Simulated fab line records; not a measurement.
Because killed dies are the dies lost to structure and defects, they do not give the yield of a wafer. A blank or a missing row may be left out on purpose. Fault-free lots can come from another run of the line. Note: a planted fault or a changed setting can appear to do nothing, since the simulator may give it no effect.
Which of the tools did it? :: flow nand_harc :: 6 lots with 18 wafers sampled at 3 steps, on a route of 1159 steps

## WHAT EACH GAUGE READ, for each wafer
NHARC_P_ZERO_WELL_CD_MEAS_37: the cd target is 720 nm.
lot: L267
measured: day 2 10:02
on: cd_sem-01
cd_nm (nm): 718.3 715.6 722.0

lot: L272
measured: day 3 16:08
on: cd_sem-02
cd_nm (nm): 722.8 719.4 716.8

lot: L274
measured: day 4 04:07
on: cd_sem-02
cd_nm (nm): 719.9 720.0 720.0

lot: L283
measured: day 6 10:07
on: cd_sem-03
cd_nm (nm): 721.1 717.6 719.0

lot: L285
measured: day 6 22:04
on: cd_sem-01
cd_nm (nm): 717.8 719.0 718.6

lot: L287
measured: day 7 10:07
on: cd_sem-01
cd_nm (nm): 717.7 720.9 720.9

## WHAT TOOL EACH LOT RAN ON (gives the tool, then ch and the chambers of the sampled wafers, and finally the start)
lot: L267
NHARC_P_ZERO_WELL_DESCUM_26: rie_diel-04 ch 0,2, day 2 08:42
NHARC_P_ZERO_WELL_EXPOSE_34: krf_scanner-02 ch 0, day 2 09:53

lot: L272
NHARC_P_ZERO_WELL_DESCUM_26: rie_diel-09 ch 2,3, day 3 14:37
NHARC_P_ZERO_WELL_EXPOSE_34: krf_scanner-02 ch 0, day 3 15:58

lot: L274
NHARC_P_ZERO_WELL_DESCUM_26: rie_diel-10 ch 0,1, day 4 02:38
NHARC_P_ZERO_WELL_EXPOSE_34: krf_scanner-01 ch 0, day 4 03:58

lot: L283
NHARC_P_ZERO_WELL_DESCUM_26: rie_diel-04 ch 0,1,2, day 6 08:38
NHARC_P_ZERO_WELL_EXPOSE_34: krf_scanner-02 ch 0, day 6 09:58

lot: L285
NHARC_P_ZERO_WELL_DESCUM_26: rie_diel-04 ch 0,1, day 6 20:41
NHARC_P_ZERO_WELL_EXPOSE_34: krf_scanner-02 ch 0, day 6 21:54

lot: L287
NHARC_P_ZERO_WELL_DESCUM_26: rie_diel-09 ch 0,1,2, day 7 08:38
NHARC_P_ZERO_WELL_EXPOSE_34: krf_scanner-01 ch 0, day 7 09:57
- NHARC_P_ZERO_WELL_DESCUM_26: chemistry O2, time 3 s.
- NHARC_P_ZERO_WELL_EXPOSE_34: exposes mask P PWELL, target cd 720 nm.

## THE ANSWER, worked out from the rows above alone
Rule: usual is defined by the lots themselves. Put in order of their means at a reading, lots are off if they are a third of the lots or fewer, leave a main group of 4 or more, and stand apart from it by a gap of 3 or more times the standard deviation of the main group's means; of several such gaps the widest counts. A main group whose means are all the same, to the digits that the tables above print for the reading, isn't used. Also off: a lot with no number at a reading for which 4 or more lots have one. The other lots that the step has rows for count as sound.
None of the lots is off at any reading shown; this tells nothing.

## WHAT THE SIMULATOR HAD PUT IN
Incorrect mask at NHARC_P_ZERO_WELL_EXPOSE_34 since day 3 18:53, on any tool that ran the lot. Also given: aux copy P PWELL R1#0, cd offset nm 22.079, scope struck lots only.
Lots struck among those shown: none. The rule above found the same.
